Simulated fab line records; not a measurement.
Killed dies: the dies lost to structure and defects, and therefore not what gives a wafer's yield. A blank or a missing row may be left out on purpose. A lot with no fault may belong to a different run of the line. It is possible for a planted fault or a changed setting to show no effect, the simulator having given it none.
Matching of chambers / flow nand harc / pecvd-01 running NHARC_A_CHANNEL_HOLE_D1_DEP_01: 3 sister chambers
The step deposits SiON, target thk 140 nm. 6 wafers are shown with their chamber, then 12 later ones without.

== WAFERS PAIRED WITH THEIR CHAMBERS ==
wafer=L090.2; chamber=2; heater power outer w (W)=488; heater power w (W)=884
wafer=L092.3; chamber=1; heater power outer w (W)=486; heater power w (W)=764
wafer=L092.4; chamber=2; heater power outer w (W)=429; heater power w (W)=807
wafer=L093.1; chamber=0; heater power outer w (W)=444; heater power w (W)=747
wafer=L093.2; chamber=1; heater power outer w (W)=480; heater power w (W)=779
wafer=L093.5; chamber=0; heater power outer w (W)=452; heater power w (W)=765

== WAFERS WHOSE CHAMBER IS MISSING ==
wafer=L094.1; heater power outer w (W)=452; heater power w (W)=733
wafer=L094.2; heater power outer w (W)=432; heater power w (W)=789
wafer=L094.3; heater power outer w (W)=345; heater power w (W)=624
wafer=L095.2; heater power outer w (W)=364; heater power w (W)=669
wafer=L095.3; heater power outer w (W)=471; heater power w (W)=759
wafer=L095.6; heater power outer w (W)=483; heater power w (W)=774
wafer=L096.2; heater power outer w (W)=408; heater power w (W)=697
wafer=L096.3; heater power outer w (W)=480; heater power w (W)=889
wafer=L096.6; heater power outer w (W)=411; heater power w (W)=722
wafer=L097.2; heater power outer w (W)=480; heater power w (W)=850
wafer=L097.4; heater power outer w (W)=455; heater power w (W)=755
wafer=L097.6; heater power outer w (W)=486; heater power w (W)=892

== EACH ONE'S CHAMBER ==
wafer=L094.1; from the rows above=can't be placed: 0 or 1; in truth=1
wafer=L094.2; from the rows above=can't be placed: 0 or 2 or 1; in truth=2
wafer=L094.3; from the rows above=can't be placed: 0 or 1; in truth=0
wafer=L095.2; from the rows above=can't be placed: 0 or 1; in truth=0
wafer=L095.3; from the rows above=can't be placed: 1 or 0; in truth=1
wafer=L095.6; from the rows above=can't be placed: 1 or 0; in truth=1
wafer=L096.2; from the rows above=can't be placed: 0 or 1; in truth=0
wafer=L096.3; from the rows above=can't be placed: 2 or 1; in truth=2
wafer=L096.6; from the rows above=can't be placed: 0 or 1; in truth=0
wafer=L097.2; from the rows above=can't be placed: 2 or 1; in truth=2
wafer=L097.4; from the rows above=can't be placed: 0 or 1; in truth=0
wafer=L097.6; from the rows above=can't be placed: 2 or 1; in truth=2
Placed correctly: 0 of 12. These rows do not allow placing 12 (true chamber among the candidates in 12). 0 placed wrongly.
How it was worked out, from the rows above alone: a wafer's distance from a chamber is the root of the sum, over the readings, of the square of ((its reading less the chamber's mean) divided by the reading's scatter). The wafer belongs to the nearest chamber; if the next one is less than 2 further off, it can't be placed. Each chamber's mean is taken over the wafers shown for it. The scatter is the square root of a quotient: the sum, over the shown wafers, of each reading's squared deviation from its chamber's mean, divided by wafers minus chambers.
